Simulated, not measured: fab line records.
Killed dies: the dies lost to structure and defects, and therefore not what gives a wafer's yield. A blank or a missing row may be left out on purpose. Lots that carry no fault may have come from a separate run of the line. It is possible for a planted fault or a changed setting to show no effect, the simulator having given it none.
fab line records	flow nand_harc
record lots=11	wafers=33	last_day=33
route steps=1302 shown P_ZERO_WELL@9 P_GATE@157
lots that met no fault: taken from a fault-free run of the same line
start_h: hours from the record's opening day to when the first of the lot's shown wafers began	wait_h: hours from the lot's prior step to this one	" the same as in the row above	L1.1+2: a single row standing in for several wafers	- value missing, or start not given	* or withheld: withheld	< > ~ a bound
route shown NAME@n: a module of which the file shows steps, and the number in the route of the first	usual: mean and standard deviation over wafers with no fault	same: alike in all rows	chamber/n: place in a boat	sites: per-site readings	_std_site: how widely they spread, as a standard deviation	_edge_site: outer sites' mean less inner sites'	radius_mm: for every site, how far away it sits from the centre of the wafer	mask NAME#n: copy n	behind: the most recent tool/chamber to have shaped the wafer	hold: why the lot went on hold/how many hours it stayed there/how the hold came to an end	device: names the non-switching transistor (n, p or np)	end of line: the same wafers' tests at the end of the route	a step with no rows: only its recipe	killed: dies lost to structure and defects at the first sort, not the wafer's yield	map: shows each die of a wafer: x if killed, . if not, _ if none is there
set.NAME: the setting that was run; set.NAME@STEP: the one run at that earlier step	model.NAME: the simulator's own value behind a step, which no gauge read
steps of the route over a sample of lots; a table a step, a row a wafer
services: from which hour (start_h, from the record's first day; less than 0 if before it) a tool's chamber was out of use, for how many hours, and why
## steps
# step NHARC_P_ZERO_WELL_SOFTBAKE_06
# recipe temp_c=125	time_s=70
# usual heater_power_total_W=201.0/1.3
lot.wafer	tool	chamber	start_h	wait_h	heater_power_total_W
L185.1	litho_track-03	0	60	-	193.5
L185.2	"	0	"	"	193.6
L185.6	"	0	"	"	194.0
L186.1	litho_track-07	0	70	-	199.9
L186.2	"	0	"	"	198.9
L186.6	"	0	"	"	199.4
L187.1	litho_track-03	0	80	-	192.1
L187.2	"	0	"	"	193.9
L187.4	"	0	"	"	191.7
L190.2	litho_track-07	0	110	-	201.9
L190.3	"	0	"	"	199.9
L190.4	"	0	"	"	200.2
L195.4	litho_track-03	0	160	-	201.9
L195.5	"	0	"	"	202.2
L195.6	"	0	"	"	199.7
L196.3	litho_track-03	0	170	-	200.6
L196.4	"	0	"	"	202.6
L196.6	"	0	"	"	202.7
L199.2	litho_track-07	0	200	-	202.5
L199.3	"	0	"	"	200.7
L199.4	"	0	"	"	202.2
L200.2	litho_track-07	0	210	-	199.1
L200.4	"	0	"	"	199.6
L200.6	"	0	"	"	198.8
L201.1	litho_track-03	0	220	-	201.9
L201.5	"	0	"	"	199.9
L201.6	"	0	"	"	199.2
L203.1	litho_track-03	0	240	-	199.5
L203.5	"	0	"	"	199.2
L203.6	"	0	"	"	199.6
L204.2	litho_track-03	0	250	-	202.6
L204.4	"	0	"	"	200.4
L204.6	"	0	"	"	202.6
# step NHARC_P_ZERO_WELL_CD_MEAS_11
# recipe target_cd_nm=500	landing_energy_ev=500
# usual cd_nm=499.8/1.4
lot.wafer	tool	chamber	start_h	wait_h	cd_nm
L185.1	cd_sem-01	0	61.11	-	491.5
L185.2	"	0	"	"	490.8
L185.6	"	0	"	"	492.2
L186.1	cd_sem-03	0	71.24	-	498.0
L186.2	"	0	"	"	498.7
L186.6	"	0	"	"	500.4
L187.1	cd_sem-02	0	81.26	-	494.1
L187.2	"	0	"	"	494.6
L187.4	"	0	"	"	492.2
L190.2	cd_sem-03	0	111.12	-	501.1
L190.3	"	0	"	"	499.3
L190.4	"	0	"	"	500.7
L195.4	cd_sem-02	0	161.25	-	501.9
L195.5	"	0	"	"	502.2
L195.6	"	0	"	"	502.5
L196.3	cd_sem-01	0	171.27	-	498.1
L196.4	"	0	"	"	496.5
L196.6	"	0	"	"	496.3
L199.2	cd_sem-03	0	201.26	-	498.7
L199.3	"	0	"	"	500.2
L199.4	"	0	"	"	500.4
L200.2	cd_sem-03	0	211.24	-	500.0
L200.4	"	0	"	"	499.9
L200.6	"	0	"	"	500.4
L201.1	cd_sem-03	0	221.24	-	500.1
L201.5	"	0	"	"	500.2
L201.6	"	0	"	"	501.9
L203.1	cd_sem-01	0	241.11	-	498.4
L203.5	"	0	"	"	500.9
L203.6	"	0	"	"	497.9
L204.2	cd_sem-01	0	251.25	-	501.2
L204.4	"	0	"	"	502.1
L204.6	"	0	"	"	502.2
# step NHARC_P_ZERO_WELL_ETCH_65
# recipe target_depth_a=800	overetch_a=240	time_s=87.88	ion_energy_ev=200	n2_flow_sccm=150	h2_flow_sccm=150	ar_flow_sccm=0	rf_w=400	bias_w=150	chemistry=N2/H2
# usual drypump_motor_current_A=5.8/0.6	h2_flow_sccm=150.0/0.44	oes_product_au=1.001/0.008	rf_vpp_V=429.2/2.2	showerhead_plenum_p_Torr=1.99/0.077	throttle_valve_pct=14.171/0.0097
lot.wafer	tool	chamber	start_h	wait_h	drypump_motor_current_A	h2_flow_sccm	oes_product_au	rf_hours_counter_h	rf_vpp_V	showerhead_plenum_p_Torr	throttle_valve_pct
L185.2	rie_diel-07	0	61.62	0.1	6.4	150.4	0.983	41	428.3	1.93	14.172
L185.1	"	1	"	"	5.4	149.5	1.001	35	433.0	2.14	14.177
L185.6	"	2	"	"	6.2	149.4	1.007	-	428.2	1.93	14.185
L186.1	rie_diel-04	3	72.12	0.2	5.4	150.1	0.985	12	430.5	2.03	14.163
L186.2	"	0	"	"	5.4	149.8	0.983	13	429.1	1.93	14.158
L186.6	"	1	"	"	4.9	150.1	0.991	-	429.5	2.00	14.182
L187.4	rie_diel-07	1	81.50	0.1	5.4	150.4	1.004	45	433.6	2.14	14.184
L187.1	"	2	"	"	6.2	149.6	0.996	35	426.4	1.93	14.192
L187.2	"	0	"	"	6.4	150.1	0.995	50	428.1	1.93	14.175
L190.4	rie_diel-07	0	111.49	0.1	6.5	149.7	1.007	60	426.8	1.93	14.164
L190.3	"	1	"	"	5.4	150.4	0.999	54	433.4	2.13	14.166
L190.2	"	3	"	"	5.9	150.7	0.995	58	428.5	1.97	14.158
L195.4	rie_diel-06	0	161.49	0.1	4.9	149.5	1.014	5	427.7	1.96	14.183
L195.6	"	2	"	"	6.3	150.2	1.016	-	433.1	2.13	14.172
L195.5	"	3	"	"	6.7	149.6	1.005	-	428.8	2.01	14.176
L196.4	rie_diel-04	3	171.53	0.1	5.5	149.6	0.999	54	429.6	2.02	14.172
L196.3	"	1	"	"	4.9	150.0	0.994	52	429.7	1.99	14.169
L196.6	"	2	"	"	6.0	149.6	0.995	-	428.2	1.96	14.178
L199.2	rie_diel-07	1	201.51	0.1	5.4	150.1	0.986	21	431.6	2.12	14.173
L199.4	"	2	"	"	6.2	150.8	0.993	30	425.3	1.91	14.188
L199.3	"	3	"	"	5.8	149.3	1.002	24	428.6	1.96	14.178
L200.4	rie_diel-06	0	211.47	0.1	4.8	149.8	0.990	26	427.7	1.95	14.168
L200.2	"	1	"	"	5.9	148.3	0.999	26	426.4	1.89	14.181
L200.6	"	1	"	"	5.9	149.8	0.997	-	426.9	1.89	14.180
L201.1	rie_diel-04	2	221.50	0.1	6.0	150.2	1.002	8	425.8	1.95	14.180
L201.6	"	0	"	"	5.4	149.7	0.999	-	427.1	1.91	14.182
L201.5	"	1	"	"	4.8	151.2	1.006	-	430.2	1.98	14.161
L203.1	rie_diel-07	3	241.44	0.1	5.9	150.2	0.992	40	429.4	1.96	14.178
L203.5	"	0	"	"	6.4	149.9	0.990	-	427.4	1.91	14.171
L203.6	"	1	"	"	5.4	149.3	0.994	-	433.6	2.12	14.168
L204.2	rie_diel-04	2	251.50	0.1	6.0	149.9	1.013	19	428.3	1.95	14.173
L204.4	"	0	"	"	5.4	150.0	0.995	16	426.5	1.91	14.180
L204.6	"	1	"	"	4.9	150.2	1.001	-	429.1	1.98	14.169
# step NHARC_P_GATE_STRIP_101
# recipe time_s=20	o2_flow_sccm=500	ar_flow_sccm=0	bias_w=0	chemistry=O2
# usual drypump_motor_current_A=5.9/0.45	oes_product_au=1.004/0.0077	rf_vpp_V=57.9/0.98	showerhead_plenum_p_Torr=3.59/0.15	throttle_valve_pct=17.037/0.0093
lot.wafer	tool	chamber	start_h	wait_h	drypump_motor_current_A	oes_product_au	rf_hours_counter_h	rf_vpp_V	showerhead_plenum_p_Torr	throttle_valve_pct
L185.1	rie_diel-02	0	150.69	0.1	5.1	0.999	5	57.9	3.42	17.039
L185.2	"	3	"	"	5.3	0.997	4	57.6	3.35	17.039
L185.6	"	1	"	"	5.0	1.002	-	57.5	3.77	17.028
L186.1	rie_diel-02	3	165.81	0.1	5.3	0.997	7	57.2	3.35	17.034
L186.2	"	0	"	"	5.2	1.000	6	57.7	3.42	17.037
L186.6	"	1	"	"	5.0	0.999	-	57.8	3.77	17.038
L187.2	rie_diel-09	3	168.59	0.1	6.1	1.012	2	59.3	3.63	17.040
L187.1	"	0	"	"	6.3	1.001	2	58.7	3.77	17.037
L187.4	"	1	"	"	6.2	1.005	2	59.3	3.49	17.048
L190.2	rie_diel-13	2	201.26	0.1	5.9	1.006	1	57.1	3.59	17.034
L190.4	"	3	"	"	6.1	1.022	1	58.5	3.74	17.036
L190.3	"	0	"	"	6.2	1.005	1	57.4	3.66	17.037
L195.4	rie_diel-13	0	253.60	0.1	6.2	0.993	3	57.5	3.65	17.034
L195.5	"	0	"	"	6.3	0.998	-	57.2	3.65	17.042
L195.6	"	1	"	"	6.3	1.000	-	58.0	3.45	17.044
L196.3	rie_diel-13	0	253.90	0.1	6.2	1.012	3	57.1	3.65	17.032
L196.4	"	2	"	"	5.8	1.009	3	56.7	3.59	17.046
L196.6	"	1	"	"	6.3	1.004	-	59.1	3.45	17.027
L199.2	rie_diel-02	2	281.53	0.1	6.3	1.005	1	59.5	3.73	17.027
L199.3	"	0	"	"	5.1	0.995	1	56.5	3.42	17.042
L199.4	"	1	"	"	5.0	1.011	1	58.4	3.77	17.041
L200.4	rie_diel-09	1	297.01	0.1	6.2	0.996	13	56.4	3.49	17.024
L200.2	"	2	"	"	5.4	1.006	12	57.5	3.34	17.019
L200.6	"	1	"	"	6.2	1.003	-	57.3	3.49	17.028
L201.1	rie_diel-13	3	310.76	0.1	6.1	1.017	8	57.3	3.74	17.048
L201.5	"	3	"	"	6.2	1.011	-	59.1	3.74	17.036
L201.6	"	0	"	"	6.2	1.006	-	58.6	3.65	17.027
L203.1	rie_diel-02	3	334.34	0.1	5.3	0.994	3	58.8	3.35	17.029
L203.5	"	0	"	"	5.1	1.001	-	56.3	3.42	17.047
L203.6	"	1	"	"	5.0	0.996	-	57.6	3.77	17.035
L204.2	rie_diel-13	3	341.59	0.1	6.1	1.007	10	55.7	3.74	17.035
L204.4	"	1	"	"	6.3	0.998	9	57.3	3.45	17.038
L204.6	"	2	"	"	5.9	1.000	-	57.0	3.58	17.050
# step NHARC_P_GATE_DESCUM_48
# recipe time_s=3	o2_flow_sccm=200	ar_flow_sccm=0	bias_power_w=0	chemistry=O2
# usual drypump_motor_current_A=5.9/0.46	oes_product_au=1.004/0.0075	rf_vpp_V=57.9/0.87	showerhead_plenum_p_Torr=1.94/0.09	throttle_valve_pct=11.311/0.0094
lot.wafer	tool	chamber	start_h	wait_h	drypump_motor_current_A	oes_product_au	rf_hours_counter_h	rf_vpp_V	showerhead_plenum_p_Torr	throttle_valve_pct
L185.2	rie_diel-13	3	151.68	-	6.1	1.007	9	58.5	2.04	11.326
L185.1	"	0	"	"	6.2	1.002	8	57.5	1.99	11.316
L185.6	"	2	"	"	5.8	1.000	-	57.8	1.95	11.305
L186.2	rie_diel-02	2	166.89	-	6.3	0.997	7	58.6	2.03	11.316
L186.1	"	1	"	"	5.0	0.997	6	55.9	2.06	11.303
L186.6	"	3	"	"	5.3	1.007	-	57.7	1.81	11.308
L187.1	rie_diel-09	1	169.67	-	6.2	1.006	2	56.8	1.89	11.309
L187.2	"	3	"	"	6.1	1.016	2	58.7	1.97	11.315
L187.4	"	0	"	"	6.2	1.009	2	58.6	2.05	11.311
L190.3	rie_diel-13	1	202.37	-	6.3	1.015	1	55.4	1.87	11.305
L190.4	"	2	"	"	5.8	1.005	1	58.5	1.95	11.315
L190.2	"	3	"	"	6.1	1.016	1	59.3	2.04	11.305
L195.4	rie_diel-02	0	254.58	-	5.1	0.995	0	57.1	1.85	11.318
L195.6	"	2	"	"	6.3	1.010	-	57.9	2.03	11.314
L195.5	"	3	"	"	5.4	1.012	-	57.9	1.81	11.305
L196.4	rie_diel-09	0	254.99	-	6.2	0.993	11	59.2	2.05	11.318
L196.3	"	2	"	"	5.4	1.009	10	56.9	1.81	11.306
L196.6	"	0	"	"	6.2	0.994	-	58.7	2.05	11.296
L199.4	rie_diel-13	1	282.62	-	6.3	0.994	5	55.7	1.87	11.325
L199.3	"	2	"	"	5.8	1.001	6	58.5	1.95	11.292
L199.2	"	3	"	"	6.1	1.012	6	57.3	2.04	11.299
L200.2	rie_diel-09	0	297.99	-	6.2	0.990	12	59.1	2.05	11.304
L200.4	"	2	"	"	5.3	1.012	12	57.6	1.81	11.297
L200.6	"	0	"	"	6.2	0.998	-	58.1	2.05	11.314
L201.1	rie_diel-09	1	311.85	-	6.1	1.004	14	58.3	1.89	11.311
L201.6	"	0	"	"	6.3	1.004	-	59.0	2.05	11.320
L201.5	"	1	"	"	6.2	1.009	-	58.7	1.89	11.324
L203.1	rie_diel-09	2	335.44	-	5.3	1.005	1	58.3	1.80	11.326
L203.6	"	0	"	"	6.2	0.994	-	58.8	2.05	11.318
L203.5	"	1	"	"	6.2	0.995	-	56.9	1.89	11.304
L204.4	rie_diel-02	3	342.67	-	5.3	1.000	3	57.0	1.81	11.313
L204.2	"	2	"	"	6.3	1.003	4	58.5	2.03	11.306
L204.6	"	3	"	"	5.3	0.999	-	58.2	1.81	11.315
## services
tool	chamber	start_h	hours	kind
rie_diel-02	-	39.70	9.0	pm
rie_diel-07	3	60.62	1.8	repair
litho_track-07	-	76.00	7.0	pm
litho_track-03	-	100.00	7.0	pm
rie_diel-07	-	117.23	9.0	pm
rie_diel-09	1	127.52	2.6	repair
rie_diel-07	1	130.85	20.2	repair
rie_diel-09	-	143.10	9.0	pm
rie_diel-07	3	146.30	6.3	repair
rie_diel-13	3	156.05	14.0	repair
rie_diel-13	-	165.00	9.0	pm
rie_diel-04	-	190.78	9.0	pm
rie_diel-09	-	209.94	1.5	repair
rie_diel-02	-	213.62	30.7	repair
rie_diel-13	3	255.16	5.2	repair
litho_track-03	-	275.00	7.0	pm
rie_diel-07	0	284.37	12.2	repair
rie_diel-07	-	294.23	9.0	pm
rie_diel-02	3	296.95	2.6	repair
rie_diel-13	-	304.13	1.0	repair
rie_diel-09	-	320.10	9.0	pm
rie_diel-07	0	330.99	8.6	repair
rie_diel-13	3	341.83	5.2	repair
rie_diel-13	-	342.00	9.0	pm
## key
first_sign step=NHARC_P_ZERO_WELL_SOFTBAKE_06	reading=heater_power_total_W	direction=down	sigmas=6.3	usual=*	struck=*
effect step=NHARC_P_ZERO_WELL_CD_MEAS_11	reading=cd_nm	direction=down	sigmas=5.2	usual=499.8	struck=492.6	through=control_loop
met_at NHARC_P_ZERO_WELL_SOFTBAKE_06
struck_lots L185,L187
tester_left_out L185,L187
loop_trim step=NHARC_P_ZERO_WELL_EXPOSE_08	setting=dose	lots=L187
not_acting_at NHARC_P_ZERO_WELL_ETCH_65,NHARC_P_GATE_STRIP_101,NHARC_P_GATE_DESCUM_48
fault kind=process_parameter_drift	tool=litho_track-03	chamber=-	onset_h=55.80	steps=NHARC_P_ZERO_WELL_SOFTBAKE_06	channel=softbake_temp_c	offset=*	shape=step	end_h=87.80	acts_in=*	stated=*
# tester_left_out: of these lots the tester's yield and bins aren't shown, on N5 and GAA mostly nor the transistor test; their killed dies are dies lost to structure and defects alone, not to doping, threshold or leakage, so they don't give the yield
# loop_trim: a control loop set the setting to another value than it would have without faults
